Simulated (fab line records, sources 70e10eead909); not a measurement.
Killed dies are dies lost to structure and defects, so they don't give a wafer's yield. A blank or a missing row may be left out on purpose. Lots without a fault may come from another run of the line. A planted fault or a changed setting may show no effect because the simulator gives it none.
A struck lot beside a sound one | flow nand_harc | 14 steps out of a route of 1302
Sound: wafers L394.1, L394.2, L394.3. Struck: wafer L409.2. (L409.1, L409.4 of the same lot were not struck and are left out.) The cause comes at the end.
At each step with rows: each side's tool, then ch and its chambers, then its first start. Under that, the readings that differ: sound wafers | struck wafers | difference of the means | sigmas: that difference in standard deviations of wafers without a fault.
alike: readings whose means differ by less than 2 such deviations, and words and numbers that are the same on both sides. not compared: withheld readings, readings that some wafer has no value for, bounds like >300 that may hide the same value, and numbers for which the record gives no deviation and whose values overlap.
The two part at a step that has a row with sigmas, a row that says differs or no value, or rows on one side only. Numbers that don't overlap but have no deviation are shown without sigmas and don't part them. A reading that every wafer of one side lacks parts them only if that side has two wafers or more.

first, 5 steps without rows for these wafers: NHARC_P_GATE_SOFTBAKE_21 (time 55 s); NHARC_P_GATE_EBR_22; NHARC_P_GATE_EXPOSE_23 (exposes mask P GATE, target cd 120 nm); NHARC_P_GATE_PEB_24 (peb time 65 s); NHARC_P_GATE_DEVELOP_25 (develop time 35 s).
NHARC_P_GATE_CD_MEAS_26: target cd 120 nm.
  sound on cd_sem-02 ch 0, day 7 08:16; struck on cd_sem-01 ch 0, day 13 03:27
  reading    | sound             | struck | difference | sigmas
  cd_nm (nm) | 120.4 119.9 120.9 | 119.1  | -1.3       | -2
NHARC_P_GATE_OVL_MEAS_27:
  sound on overlay-02, day 7 08:21; struck on overlay-02, day 13 03:32
  alike: overlay_x_nm, overlay_y_nm
NHARC_P_GATE_INSPECT_28:
  sound on defect_inspect-01, day 7 08:23; struck on defect_inspect-01, day 13 03:34
  alike: raw_defect_count
NHARC_P_GATE_DESCUM_31: chemistry O2, time 3 s.
  sound on rie_diel-05 ch 0,1,3, day 7 08:27; struck on rie_diel-02 ch 3, day 13 03:38
  alike: drypump_motor_current_A, oes_product_au, rf_vpp_V, showerhead_plenum_p_Torr, throttle_valve_pct
  not compared: rf_hours_counter_h
NHARC_P_GATE_ETCH_104: etches the open film in CF4/CHF3, target depth 60 nm.
  sound on rie_diel-05 ch 0,2,3, day 7 08:32; struck on rie_diel-02 ch 2, day 13 03:43
  reading                | sound                | struck | difference | sigmas
  oes_product_au (a.u.)  | 0.934 0.920 0.918    | 0.981  | +0.057     | +3
  throttle_valve_pct (%) | 16.799 16.817 16.805 | 16.786 | -0.021     | -2
  alike: drypump_motor_current_A, rf_vpp_V, showerhead_plenum_p_Torr
NHARC_P_GATE_HM_OPEN_105: chemistry O2/COS, target depth 360 nm.
  sound on rie_diel-05 ch 1,2,3; struck on rie_diel-02 ch 2
  reading                | sound       | struck | difference | sigmas
  rf_hours_counter_h (h) | 4.4 3.8 4.4 | 5.4    | +1.2       |
  alike: drypump_motor_current_A, oes_product_au, rf_vpp_V, showerhead_plenum_p_Torr, throttle_valve_pct
then, 1 step without rows for these wafers: NHARC_P_GATE_STRIP_106 (strips in O2/COS).
NHARC_P_GATE_ETCH_114: etches the open film in CF4/O2, target depth 30 nm, overetch 3 nm, time 16.5 s.
  sound on rie_diel-05 ch 0,2,3, day 7 08:00; struck on rie_diel-02 ch 0, day 13 04:00
  reading                | sound             | struck | difference | sigmas
  oes_product_au (a.u.)  | 0.988 0.987 0.997 | 0.926  | -0.065     | -8
  rf_hours_counter_h (h) | 5.3 4.4 3.9       | 5.4    | +0.9       |
  alike: drypump_motor_current_A, oes_ar_750_au, rf_vpp_V, showerhead_plenum_p_Torr, throttle_valve_pct
NHARC_P_GATE_ETCH_32: etches the open film in HBr/Cl2, target depth 150 nm, time 100.1 s.
  sound on rie_si-02 ch 0,1,2, day 7 08:55; struck on rie_si-03 ch 3, day 13 04:06
  alike: drypump_motor_current_A, oes_product_au, throttle_valve_pct
  not compared: rf_hours_counter_h

WHERE THEY PART
First at NHARC_P_GATE_CD_MEAS_26; last, within this record, at NHARC_P_GATE_ETCH_114. Later steps at which nothing parts them and some readings are alike: NHARC_P_GATE_ETCH_32.

WHY: what the simulator had put in
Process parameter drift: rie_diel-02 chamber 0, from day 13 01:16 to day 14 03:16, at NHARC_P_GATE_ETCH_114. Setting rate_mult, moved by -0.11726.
